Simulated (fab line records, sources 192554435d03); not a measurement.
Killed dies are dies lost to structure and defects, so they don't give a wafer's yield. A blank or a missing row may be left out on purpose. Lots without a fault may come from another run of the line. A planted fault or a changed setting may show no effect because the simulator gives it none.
Chamber matching | flow n5_finfet | N5_BEOL_M0_CMP_120 on cmp-04: 4 sister chambers
The step polishes, stops on SiOC, t overpolish 6.9 s. 4 wafers are shown with their chamber, then 9 later ones without.

WAFERS WITH THEIR CHAMBER
wafer  | chamber | motor_current_A (A)
L089.3 | 0       | 6.2
L089.4 | 3       | 7.3
L089.5 | 1       | 6.0
L089.6 | 2       | 6.3

WAFERS WITHOUT THEIR CHAMBER
wafer  | motor_current_A (A)
L091.1 | 6.3
L091.2 | 6.4
L091.6 | 6.2
L093.4 | 6.1
L093.5 | 7.7
L093.6 | 6.3
L097.2 | 6.6
L097.4 | 6.5
L097.6 | 7.6

WHICH CHAMBER EACH WENT THROUGH
wafer  | from the rows above               | in truth
L091.1 | can't be placed: 2 or 0 or 1      | 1
L091.2 | can't be placed: 2 or 0 or 1      | 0
L091.6 | can't be placed: 0 or 2 or 1      | 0
L093.4 | can't be placed: 1 or 0 or 2      | 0
L093.5 | 3                                 | 3
L093.6 | can't be placed: 2 or 0 or 1      | 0
L097.2 | can't be placed: 2 or 0 or 1 or 3 | 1
L097.4 | can't be placed: 2 or 0 or 1      | 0
L097.6 | 3                                 | 3
Placed correctly: 2 of 9. Can't be placed from these rows: 7 (the true chamber is among the candidates in 7). Placed wrongly: 0.
How it was worked out, from the rows above alone: a wafer's distance from a chamber is the root of the sum, over the readings, of the square of ((its reading less the chamber's mean) divided by the reading's scatter). The wafer belongs to the nearest chamber; if the next one is less than 2 further off, it can't be placed. A chamber's mean is the mean of its shown wafers. The scatter: with one shown wafer a chamber, the root of the mean of the squares of how far each hidden wafer lies from its nearest shown one.
